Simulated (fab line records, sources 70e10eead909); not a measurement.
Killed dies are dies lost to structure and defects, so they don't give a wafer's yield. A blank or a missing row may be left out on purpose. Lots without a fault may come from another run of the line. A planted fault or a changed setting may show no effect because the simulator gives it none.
fab line records | flow nand_harc
record lots=12 wafers=36 last_day=33
route steps=1302 shown A_CONTACT@1087 END@1302
lots that met no fault: from a run of the same line without faults
start_h: hours from the record's first day to the start of the lot's first wafer shown | wait_h: hours since the lot's step before | " the same as in the row above | L1.1+2: a row that stands for several wafers | - no value, or no start given | * or withheld: withheld | < > ~ a bound
route shown NAME@n: a module of which the file shows steps, and the number in the route of the first | usual: mean/standard deviation of fault-free wafers | same: alike in all rows | chamber/n: place in a boat | sites: the reading at each site | _std_site: their standard deviation | _edge_site: outer sites' mean less inner sites' | radius_mm: how far each site lies from the wafer's centre | mask NAME#n: copy n | behind: the tool/chamber that last shaped the wafer | hold: why the lot was held/for how many hours/how that ended | device: the transistor (n, p or np) that didn't switch | end of line: the same wafers' tests at the end of the route | a step without rows: its recipe alone | killed: dies lost to structure and defects at the first sort, not the wafer's yield | map: a wafer's dies, x killed, . not, _ none there
set.NAME: the setting as run; set.NAME@STEP: as run at that earlier step | model.NAME: the simulator's own value behind a step, which no gauge read
steps of the route over a sample of lots; a table a step, a row a wafer
services: from which hour (start_h, from the record's first day; less than 0 if before it) a tool's chamber was out of use, for how many hours, and why
## steps
# step NHARC_A_CONTACT_ETCH_135
# recipe source_w=withheld pressure_mtorr=20 bias_v=1200 time_s=311 target_depth_a=19120 ar_flow_sccm=withheld c4f8_flow_sccm=withheld o2_flow_sccm=withheld chemistry=C4F8/O2/Ar
# usual run_length_s=311/0
# columns lot.wafer tool chamber start_h wait_h rf_hours_counter_h run_length_s
L773.4 har_cap_etch-01 0 521.05 0.2 - 311
L773.5 " 1 " " - 311
L773.6 " 0 " " - 311
L776.3 har_cap_etch-02 0 541.85 0.2 - 311
L776.6 " 0 " " - 311
L776.5 " 1 " " - 311
L777.4 har_cap_etch-02 1 550.16 0.2 - 311
L777.3 " 0 " " - 311
L777.5 " 0 " " - 311
L778.2 har_cap_etch-03 0 554.51 0.2 51 311
L778.4 " 1 " " - 311
L778.5 " 0 " " - 311
L779.2 har_cap_etch-01 1 556.74 0.2 11 311
L779.1 " 0 " " 11 311
L779.3 " 1 " " - 311
L780.1 har_cap_etch-01 1 588.60 0.2 14 311
L780.3 " 0 " " - 311
L780.5 " 0 " " - 311
L783.2 har_cap_etch-02 1 612.91 0.2 105 311
L783.4 " 0 " " - 311
L783.6 " 0 " " - 311
L791.1 har_cap_etch-03 0 692.36 0.2 75 311
L791.3 " 0 " " - 311
L791.5 " 0 " " - 311
L792.4 har_cap_etch-01 0 705.45 0.2 - 311
L792.6 " 1 " " - 311
L792.5 " 0 " " - 311
L793.2 har_cap_etch-02 1 706.62 0.2 124 311
L793.1 " 0 " " 124 311
L793.3 " 0 " " - 311
L795.2 har_cap_etch-03 1 736.69 0.2 83 311
L795.6 " 1 " " - 311
L795.5 " 0 " " - 311
L796.2 har_cap_etch-02 1 739.36 0.2 129 311
L796.3 " 0 " " - 311
L796.5 " 1 " " - 311
# step NHARC_A_CONTACT_ETCH_139
# recipe source_w=withheld pressure_mtorr=20 bias_v=400 time_s=195 target_depth_a=8400 ar_flow_sccm=withheld c4f8_flow_sccm=11.5 o2_flow_sccm=7.2 chemistry=C4F8/O2/Ar
# usual run_length_s=226.4/0.42
# columns lot.wafer tool chamber start_h wait_h rf_hours_counter_h run_length_s
L773.4 har_cap_etch-01 0 522.13 0.2 - 225.6
L773.5 " 1 " " - 226.9
L773.6 " 0 " " - 226.1
L776.3 har_cap_etch-02 0 542.93 0.2 - 226.3
L776.6 " 0 " " - 226.6
L776.5 " 1 " " - 226.5
L777.4 har_cap_etch-02 1 551.24 0.2 - 226.5
L777.3 " 0 " " - 226.3
L777.5 " 0 " " - 226.9
L778.2 har_cap_etch-03 0 555.60 0.2 52 226.6
L778.4 " 1 " " - 226.2
L778.5 " 0 " " - 226.9
L779.2 har_cap_etch-01 1 557.83 0.2 12 226.8
L779.1 " 0 " " 12 226.1
L779.3 " 1 " " - 226.5
L780.1 har_cap_etch-01 1 590.04 0.3 16 226.6
L780.3 " 0 " " - 226.0
L780.5 " 0 " " - 225.8
L783.2 har_cap_etch-02 1 614.00 0.2 106 226.0
L783.4 " 0 " " - 226.5
L783.6 " 0 " " - 226.4
L791.1 har_cap_etch-03 0 693.45 0.2 76 227.0
L791.3 " 0 " " - 226.8
L791.5 " 0 " " - 227.0
L792.4 har_cap_etch-01 0 706.54 0.2 - 226.2
L792.6 " 1 " " - 226.6
L792.5 " 0 " " - 225.6
L793.2 har_cap_etch-02 1 707.70 0.2 125 226.6
L793.1 " 0 " " 125 226.6
L793.3 " 0 " " - 226.2
L795.2 har_cap_etch-03 1 738.14 0.3 84 226.5
L795.6 " 1 " " - 226.1
L795.5 " 0 " " - 226.9
L796.2 har_cap_etch-02 1 740.45 0.2 130 226.1
L796.3 " 0 " " - 226.2
L796.5 " 1 " " - 226.0
# step NHARC_A_CONTACT_ETCH_92
# recipe target_depth_a=400 over_etch_frac=0.5 time_s=85.7 ion_energy_ev=120 ch3f_flow_sccm=50 o2_flow_sccm=30 ar_flow_sccm=200 rf_w=500 bias_w=100 chemistry=CH3F/O2
# usual drypump_motor_current_A=5.9/0.33 oes_product_au=0.930/0.019 rf_vpp_V=243.3/1.4 run_length_s=106.9/0.42 showerhead_plenum_p_Torr=2.39/0.086 throttle_valve_pct=20.663/0.0099
# columns lot.wafer tool chamber start_h wait_h drypump_motor_current_A oes_product_au rf_hours_counter_h rf_vpp_V run_length_s showerhead_plenum_p_Torr throttle_valve_pct
L773.4 rie_diel-01 1 522.56 0.4 6.5 0.927 43 243.6 106.6 2.38 20.670
L773.6 " 1 " " 6.5 0.916 - 242.3 106.6 2.38 20.671
L773.5 " 2 " " 6.0 0.915 - 244.3 107.5 2.36 20.664
L776.3 rie_diel-07 2 543.41 0.4 5.7 0.928 22 243.0 107.6 2.30 20.674
L776.5 " 2 " " 5.6 0.930 - 242.7 107.0 2.30 20.664
L776.6 " 3 " " 5.9 0.923 - 244.1 106.9 2.53 20.655
L777.4 rie_diel-01 2 551.72 0.4 6.0 0.929 55 243.4 106.9 2.36 20.683
L777.3 " 3 " " 6.5 0.927 49 241.9 106.7 2.45 20.652
L777.5 " 1 " " 6.5 0.916 - 242.6 106.9 2.38 20.629
L778.2 rie_diel-01 2 556.16 0.5 6.0 0.913 55 243.0 107.1 2.36 20.663
L778.4 " 0 " " 5.6 0.919 51 242.7 107.3 2.44 20.675
L778.5 " 2 " " 6.0 0.923 - 242.8 107.3 2.36 20.667
L779.3 rie_diel-10 2 558.39 0.4 5.9 0.944 24 241.5 107.5 2.28 20.674
L779.1 " 3 " " 5.8 0.952 24 240.6 106.7 2.34 20.650
L779.2 " 1 " " 5.6 0.929 23 244.9 106.2 2.53 20.661
L780.1 rie_diel-10 2 590.65 0.5 5.9 0.932 28 241.0 72.9 2.28 20.679
L780.3 " 3 " " 5.8 0.939 28 242.1 72.3 2.34 20.661
L780.5 " 2 " " 5.9 0.929 - 242.9 72.9 2.28 20.664
L783.2 rie_diel-10 2 614.51 0.5 5.9 0.922 1 241.9 73.0 2.28 20.651
L783.4 " 3 " " 5.8 0.939 1 242.6 72.2 2.34 20.651
L783.6 " 3 " " 5.8 0.941 - 242.5 72.7 2.34 20.672
L791.3 rie_diel-10 2 693.96 0.4 5.9 0.919 16 241.3 107.5 2.28 20.665
L791.1 " 1 " " 5.6 0.914 16 244.6 106.8 2.52 20.674
L791.5 " 2 " " 5.9 0.920 - 242.1 107.1 2.27 20.670
L792.4 rie_diel-10 1 707.02 0.4 5.6 0.912 - 245.4 106.5 2.52 20.669
L792.6 " 2 " " 5.9 0.926 - 240.8 107.6 2.27 20.674
L792.5 " 0 " " 5.7 0.937 - 242.3 106.9 2.31 20.670
L793.2 rie_diel-10 1 708.26 0.5 5.6 0.917 18 243.7 106.1 2.52 20.669
L793.3 " 2 " " 5.9 0.911 19 244.0 107.6 2.27 20.657
L793.1 " 0 " " 5.6 0.922 20 242.1 107.0 2.31 20.654
L795.2 rie_diel-07 1 738.83 0.6 6.1 0.995 25 244.1 107.0 2.40 20.649
L795.6 " 3 " " 5.9 1.016 - 245.3 107.1 2.50 20.661
L795.5 " 0 " " 5.1 1.002 - 242.9 106.4 2.40 20.655
L796.2 rie_diel-10 1 740.96 0.5 5.6 0.919 26 244.7 106.2 2.52 20.664
L796.3 " 2 " " 5.9 0.921 26 242.4 107.4 2.27 20.654
L796.5 " 1 " " 5.6 0.928 - 246.2 106.2 2.52 20.659
# step NHARC_A_CONTACT_ALD_18
# recipe target_thk_a=30 pulse_time_s=1 ald_cycles=150 temp_c=450 material=TiN
# usual heater_power_w=1083/120 precursor_pulse_height_rel=1.001/0.019
# columns lot.wafer tool chamber start_h wait_h heater_power_w precursor_pulse_height_rel
L773.4 ald_metal-01 3 523.77 - 1007 0.997
L773.5 " 0 " " 1061 1.012
L773.6 " 1 " " 1035 1.019
L776.3 ald_metal-01 0 544.93 - 1075 1.005
L776.6 " 1 " " 1054 1.012
L776.5 " 2 " " 855 0.975
L777.4 ald_metal-03 1 552.87 - 999 0.988
L777.3 " 3 " " 1081 1.037
L777.5 " 2 " " 1262 0.987
L778.4 ald_metal-04 0 557.81 - 923 1.006
L778.2 " 2 " " 1205 0.994
L778.5 " 3 " " 1015 0.988
L779.2 ald_metal-03 3 559.57 - 1088 1.011
L779.1 " 0 " " 1266 1.007
L779.3 " 1 " " 958 0.998
L780.1 ald_metal-01 1 591.83 - 1071 1.009
L780.3 " 2 " " 856 0.988
L780.5 " 0 " " 1056 1.001
L783.4 ald_metal-03 2 615.67 - 1156 1.005
L783.2 " 1 " " 978 0.990
L783.6 " 2 " " 1167 0.995
L791.1 ald_metal-01 2 695.16 - 864 0.999
L791.3 " 3 " " 1013 0.973
L791.5 " 0 " " 1056 1.000
L792.4 ald_metal-04 3 708.27 - 942 1.009
L792.5 " 2 " " 1303 1.024
L792.6 " 3 " " 955 1.006
L793.2 ald_metal-03 0 709.54 - 1222 1.003
L793.3 " 2 " " 1199 1.020
L793.1 " 3 " " 1161 1.040
L795.2 ald_metal-03 2 740.03 - 1186 1.003
L795.6 " 3 " " 1116 1.011
L795.5 " 0 " " 1258 0.994
L796.3 ald_metal-04 1 742.13 - 1094 1.011
L796.2 " 0 " " 948 1.035
L796.5 " 1 " " 1123 0.969
# step NHARC_END_SORT_01
# recipe temp_c=25
# usual killed_at_array=54/21 killed_at_other=1.0/1.2 killed_at_periphery=3.6/2.6 killed_dies=58/20 killed_open=3.3/1.9 killed_short=2.6/1.5
# same gross_dies=677
# columns lot.wafer tool chamber start_h wait_h killed_at_array killed_at_other killed_at_periphery killed_dies killed_open killed_short
L776.3 prober-01 0 596.36 3.1 59 1 2 62 2 2
L776.5 prober-01 0 597.95 3.7 53 1 0 54 4 2
L776.6 prober-01 0 598.75 4.0 49 0 1 50 3 1
L777.3 prober-02 0 603.03 3.1 51 0 2 53 1 3
L777.4 prober-02 0 603.84 3.4 41 2 5 48 3 5
L777.5 prober-02 0 604.64 3.7 47 3 6 56 5 6
L783.2 prober-01 0 660.58 2.8 35 2 3 40 8 3
L783.4 prober-01 0 662.17 3.4 36 2 4 42 4 1
L783.6 prober-01 0 663.76 4.0 37 2 3 42 4 3
L791.1 prober-02 0 740.54 2.5 66 1 6 73 6 2
L791.3 prober-02 0 742.13 3.1 58 2 3 63 2 4
L791.5 prober-02 0 743.73 3.7 69 0 1 70 6 4
L792.4 prober-01 0 765.13 3.3 67 0 6 73 7 4
L792.5 prober-01 0 765.92 3.6 70 1 4 75 1 3
L792.6 prober-01 0 766.71 3.9 74 0 6 80 6 2
# killed by level:class
L776.3 A_CHANNEL_HOLE_D1:chamber_film_flake=35 A_CHANNEL_HOLE_D2:chamber_film_flake=10 A_CONTACT:chamber_film_flake=4 A_CHANNEL_FILL_D1:chamber_film_flake=2 A_STAIRCASE:chamber_film_flake=2 P_CONTACT:geometric_particle:open=1 A_CHANNEL_FILL_D2:geometric_particle:short=1 A_CHANNEL_FILL_D2:geometric_particle:open=1
L776.5 A_CHANNEL_HOLE_D1:chamber_film_flake=33 A_CONTACT:chamber_film_flake=5 A_CHANNEL_HOLE_D2:chamber_film_flake=3 A_ONON_D1:geometric_particle:open=2 A_DECK1_JOINT:chamber_film_flake=2 A_STAIRCASE:chamber_film_flake=2 A_SOURCE_PLATE:geometric_particle:open=1 A_DECK1_JOINT:geometric_particle:short=1
L776.6 A_CHANNEL_HOLE_D1:chamber_film_flake=33 A_CHANNEL_HOLE_D2:chamber_film_flake=6 A_CONTACT:chamber_film_flake=4 A_STAIRCASE:chamber_film_flake=3 P_GATE:geometric_particle:short=1 A_CHANNEL_FILL_D1:geometric_particle:open=1 A_CHANNEL_FILL_D2:geometric_particle:open=1 A_M0:geometric_particle:open=1
L777.3 A_SLIT:chamber_film_flake=25 A_CHANNEL_HOLE_D2:chamber_film_flake=10 A_M0:chamber_film_flake=4 A_STAIRCASE:chamber_film_flake=3 A_CONTACT:chamber_film_flake=3 A_CHANNEL_HOLE_D1:chamber_film_flake=2 P_CONTACT:geometric_particle:open=1 A_DECK1_JOINT:geometric_particle:short=1
L777.4 A_SLIT:chamber_film_flake=12 A_STAIRCASE:chamber_film_flake=7 A_CONTACT:chamber_film_flake=7 A_CHANNEL_HOLE_D2:chamber_film_flake=5 A_M0:chamber_film_flake=3 A_ONON_D1:geometric_particle:short=2 P_GATE:chamber_film_flake=2 P_M0:geometric_particle:short=1
L777.5 A_SLIT:chamber_film_flake=16 A_CHANNEL_HOLE_D2:chamber_film_flake=7 A_CONTACT:chamber_film_flake=6 A_STAIRCASE:chamber_film_flake=4 THIN_TSV:chamber_film_flake=3 P_M0:geometric_particle:open=2 A_ONON_D1:geometric_particle:short=2 A_WL_FILL:geometric_particle:short=2
L783.2 A_CHANNEL_HOLE_D1:chamber_film_flake=10 A_CONTACT:chamber_film_flake=6 A_M0:geometric_particle:open=3 A_CHANNEL_HOLE_D2:unspecified=3 A_SLIT:chamber_film_flake=3 A_ONON_D2:geometric_particle:open=2 P_GATE:chamber_film_flake=2 THIN_TSV:chamber_film_flake=2
L783.4 A_CHANNEL_HOLE_D1:chamber_film_flake=13 A_CONTACT:chamber_film_flake=12 A_STAIRCASE:chamber_film_flake=2 THIN_TSV:chamber_film_flake=2 P_GATE:geometric_particle:open=1 P_M0:geometric_particle:open=1 A_DECK1_JOINT:geometric_particle:short=1 A_ONON_D2:geometric_particle:open=1
L783.6 A_CHANNEL_HOLE_D1:chamber_film_flake=12 A_CONTACT:chamber_film_flake=6 A_STAIRCASE:chamber_film_flake=3 A_SLIT:chamber_film_flake=3 P_ZERO_WELL:chamber_film_flake=2 A_ZERO_WELL:chamber_film_flake=2 A_CHANNEL_HOLE_D2:chamber_film_flake=2 P_GATE:geometric_particle:short=1
L791.1 A_SLIT:chamber_film_flake=27 A_CHANNEL_HOLE_D2:chamber_film_flake=19 A_CHANNEL_HOLE_D1:chamber_film_flake=11 A_ONON_D2:geometric_particle:open=3 A_CHANNEL_FILL_D2:geometric_particle:open=2 P_ZERO_WELL:chamber_film_flake=2 P_GATE:geometric_particle:short=1 P_M1:geometric_particle:open=1
L791.3 A_SLIT:chamber_film_flake=29 A_CHANNEL_HOLE_D2:chamber_film_flake=16 A_CHANNEL_HOLE_D1:chamber_film_flake=6 A_STAIRCASE:chamber_film_flake=2 P_GATE:geometric_particle:short=1 P_CONTACT:geometric_particle:short=1 A_ONON_D1:geometric_particle:open=1 A_CHANNEL_FILL_D1:geometric_particle:open=1
L791.5 A_SLIT:chamber_film_flake=26 A_CHANNEL_HOLE_D2:chamber_film_flake=15 A_CHANNEL_HOLE_D1:chamber_film_flake=7 A_ZERO_WELL:chamber_film_flake=3 A_STAIRCASE:chamber_film_flake=3 A_CONTACT:chamber_film_flake=3 A_CHANNEL_FILL_D2:geometric_particle:open=2 A_WL_FILL:chamber_film_flake=2
L792.4 A_CHANNEL_HOLE_D1:chamber_film_flake=31 A_CHANNEL_HOLE_D2:chamber_film_flake=16 A_SLIT:chamber_film_flake=4 A_ZERO_WELL:chamber_film_flake=3 P_M0:geometric_particle:open=2 A_STAIRCASE:chamber_film_flake=2 A_M1:chamber_film_flake=2 P_M0:geometric_particle:short=1
L792.5 A_CHANNEL_HOLE_D1:chamber_film_flake=28 A_CHANNEL_HOLE_D2:chamber_film_flake=25 A_SLIT:chamber_film_flake=6 A_WL_FILL:chamber_film_flake=3 P_ZERO_WELL:chamber_film_flake=2 P_GATE:chamber_film_flake=2 A_CONTACT:chamber_film_flake=2 A_BLC:chamber_film_flake=2
L792.6 A_CHANNEL_HOLE_D1:chamber_film_flake=36 A_CHANNEL_HOLE_D2:chamber_film_flake=17 A_SLIT:chamber_film_flake=5 P_GATE:chamber_film_flake=3 A_M1:chamber_film_flake=3 P_ZERO_WELL:chamber_film_flake=2 A_STAIRCASE:chamber_film_flake=2 P_CONTACT:geometric_particle:open=1
## services
# columns tool chamber start_h hours kind
rie_diel-10 0 502.46 - clean
har_cap_etch-01 0 514.00 - clean
har_cap_etch-01 1 514.00 - clean
ald_metal-03 2 518.05 1.6 repair
ald_metal-01 - 522.41 0.6 repair
har_cap_etch-02 - 522.58 0.5 repair
ald_metal-01 - 526.00 10.0 pm
rie_diel-10 - 542.03 2.6 repair
ald_metal-04 0 566.58 27.3 repair
ald_metal-03 - 568.00 10.0 pm
rie_diel-10 - 596.96 9.0 pm
rie_diel-01 2 619.29 19.1 repair
ald_metal-01 1 639.33 13.1 repair
ald_metal-04 0 646.89 3.2 repair
rie_diel-07 - 649.89 9.0 pm
ald_metal-04 - 652.00 10.0 pm
har_cap_etch-02 - 663.10 0.2 repair
ald_metal-03 1 691.43 27.4 repair
rie_diel-01 - 693.68 0.3 repair
rie_diel-10 3 702.51 7.9 repair
ald_metal-01 - 704.00 10.0 pm
rie_diel-10 0 709.55 4.3 repair
rie_diel-01 - 739.74 9.0 pm
rie_diel-10 1 741.86 3.3 repair
## key
first_sign step=NHARC_A_CONTACT_ETCH_92 reading=run_length_s direction=down sigmas=81 usual=* struck=*
effect none on later readings
met_at NHARC_A_CONTACT_ETCH_92
struck_lots L780,L783
tester_left_out L780,L783
not_acting_at NHARC_A_CONTACT_ETCH_135,NHARC_A_CONTACT_ETCH_139,NHARC_A_CONTACT_ALD_18
onset_between 558.39 590.65
fault kind=process_parameter_drift tool=rie_diel-10 chamber=- onset_h=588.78 steps=NHARC_A_CONTACT_ETCH_92 channel=time_s offset=* shape=step end_h=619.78 acts_in=* stated=*
# tester_left_out: of these lots the tester's yield and bins aren't shown, on N5 and GAA mostly nor the transistor test; their killed dies are dies lost to structure and defects alone, not to doping, threshold or leakage, so they don't give the yield
